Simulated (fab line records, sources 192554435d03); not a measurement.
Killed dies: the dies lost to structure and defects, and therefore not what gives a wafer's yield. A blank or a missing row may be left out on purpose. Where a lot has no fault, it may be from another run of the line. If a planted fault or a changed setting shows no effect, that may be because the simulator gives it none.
One fault seen from 2 desks	flow n5Finfet	only its own numbers are on each desk; what lay behind them is given at the end

== AT THE TOOL OWNER'S DESK: aldSin-01 ==
The tool's own readings at N5_MOL_CONTACT_COAG_ALD_27 (deposits SiOC, target thk 17 nm, pulse time 1.5 s, time 2720 s): means of the sampled wafers that have a number, for each lot that ran on this tool. A lot is out of limits, marked OUT, if its mean lies more than 4 standard deviations from the usual mean; the brackets give that distance.
Columns: A = heaterPowerW at N5_MOL_CONTACT_COAG_ALD_27, usual 845 W; B = precursorPulseHeightRel at N5_MOL_CONTACT_COAG_ALD_27, usual 1.002; C = runLengthS at N5_MOL_CONTACT_COAG_ALD_27, usual 2769.6 s
lot	first seen here	A	B	C
L233	day 8 01:34	902	1.003	2552.5 (-99 or more) OUT
L243	day 10 13:08	817	1.016	2769.3
This desk finds L233 out of limits, L233 being first, at day 8 01:34 (runLengthS at N5_MOL_CONTACT_COAG_ALD_27). L243 stayed within limits.

== THE METROLOGY DESK ==
Means of the sampled wafers that have a number, per lot and without regard to the tool the lot ran on: this is what the gauges read. A lot is out of limits, marked OUT, if its mean lies more than 4 standard deviations from the usual mean; the brackets give that distance. Of its 10 readings 7 are shown: those that lie furthest out on some lot.
Columns: A = DIBL_N at N5_BEOL_M4_RC_MEAS_101, usual 35.9 mV/V; B = DIBL_P at N5_BEOL_M4_RC_MEAS_101, usual 35.9 mV/V; C = ION_N at N5_BEOL_M4_RC_MEAS_101, usual 672 uA/um; D = ION_P at N5_BEOL_M4_RC_MEAS_101, usual 461 uA/um; E = SS_N at N5_BEOL_M4_RC_MEAS_101, usual 71.4 mV/dec; F = SS_P at N5_BEOL_M4_RC_MEAS_101, usual 73.2 mV/dec; G = VT_N at N5_BEOL_M4_RC_MEAS_101, usual 249.3 mV
lot	first seen here	A	B	C	D	E	F	G
L233	day 11 10:21	36.7	36.9	685	466	71.9	72.9	248.5
L242	day 13 03:35	37.0	36.3	672	461	71.4	73.0	248.5
L243	day 13 21:51	34.7	35.9	684	466	71.4	72.9	248.1
This desk's finding: nothing out of limits on any of the 3 lots.

== ALL TOGETHER ==
At day 8 01:34, on L233, the tool owner's desk was in a position to raise an alarm.
From the metrology desk's view, nothing was out of limits.
The metrology desk holds a record of L233, inside its limits.
Every lot named ran N5_MOL_CONTACT_COAG_ALD_27 on aldSin-01.

== WHAT HAD BEEN PUT IN BY THE SIMULATOR ==
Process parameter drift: aldSin-01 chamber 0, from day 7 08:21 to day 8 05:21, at N5_MOL_CONTACT_COAG_ALD_27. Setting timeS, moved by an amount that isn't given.
Lots struck among those shown: L233.
How many hours passed from the start of the fault until each desk's first out-of-limits reading: the tool owner's desk, 17.
